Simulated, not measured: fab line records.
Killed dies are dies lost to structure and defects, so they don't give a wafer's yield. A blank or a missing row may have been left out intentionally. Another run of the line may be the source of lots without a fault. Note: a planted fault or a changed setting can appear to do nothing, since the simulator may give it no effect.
Chamber matching :: flow nand_harc :: NHARC_A_STAIRCASE_DESCUM_219 on rie_diel-03 has 4 sister chambers
The step chemistry O2, time 3 s. 4 wafers are shown with their chamber, then 9 later ones without.

EACH WAFER AND ITS CHAMBER
wafer: L085.5
chamber: 0
drypump_motor_current_A (A): 5.6

wafer: L091.1
chamber: 3
drypump_motor_current_A (A): 6.8

wafer: L091.3
chamber: 2
drypump_motor_current_A (A): 5.6

wafer: L091.4
chamber: 1
drypump_motor_current_A (A): 4.9

WAFERS WHOSE CHAMBER IS MISSING
wafer: L092.1
drypump_motor_current_A (A): 5.6

wafer: L092.2
drypump_motor_current_A (A): 6.7

wafer: L092.4
drypump_motor_current_A (A): 5.6

wafer: L095.3
drypump_motor_current_A (A): 4.9

wafer: L095.5
drypump_motor_current_A (A): 5.6

wafer: L095.6
drypump_motor_current_A (A): 6.8

wafer: L097.1
drypump_motor_current_A (A): 5.7

wafer: L097.2
drypump_motor_current_A (A): 4.9

wafer: L097.3
drypump_motor_current_A (A): 6.8

THE CHAMBER EACH PASSED THROUGH
wafer: L092.1
from the rows above: can't be placed: 0 or 2
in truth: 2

wafer: L092.2
from the rows above: 3
in truth: 3

wafer: L092.4
from the rows above: can't be placed: 0 or 2
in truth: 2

wafer: L095.3
from the rows above: 1
in truth: 1

wafer: L095.5
from the rows above: can't be placed: 0 or 2
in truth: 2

wafer: L095.6
from the rows above: 3
in truth: 3

wafer: L097.1
from the rows above: can't be placed: 0 or 2
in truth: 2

wafer: L097.2
from the rows above: 1
in truth: 1

wafer: L097.3
from the rows above: 3
in truth: 3
Correctly placed: 5 of 9. These rows do not allow placing 4 (true chamber among the candidates in 4). 0 placed wrongly.
How it was worked out, from the rows above alone: a wafer's distance from a chamber is the root of the sum, over the readings, of the square of ((its reading less the chamber's mean) divided by the reading's scatter). If the next closest chamber is less than 2 further off than the closest, the wafer can't be placed; otherwise it belongs to the closest. Each chamber's mean is taken over the wafers shown for it. The scatter: root of mean squared gap, hidden wafer to nearest shown wafer, with one shown wafer a chamber.
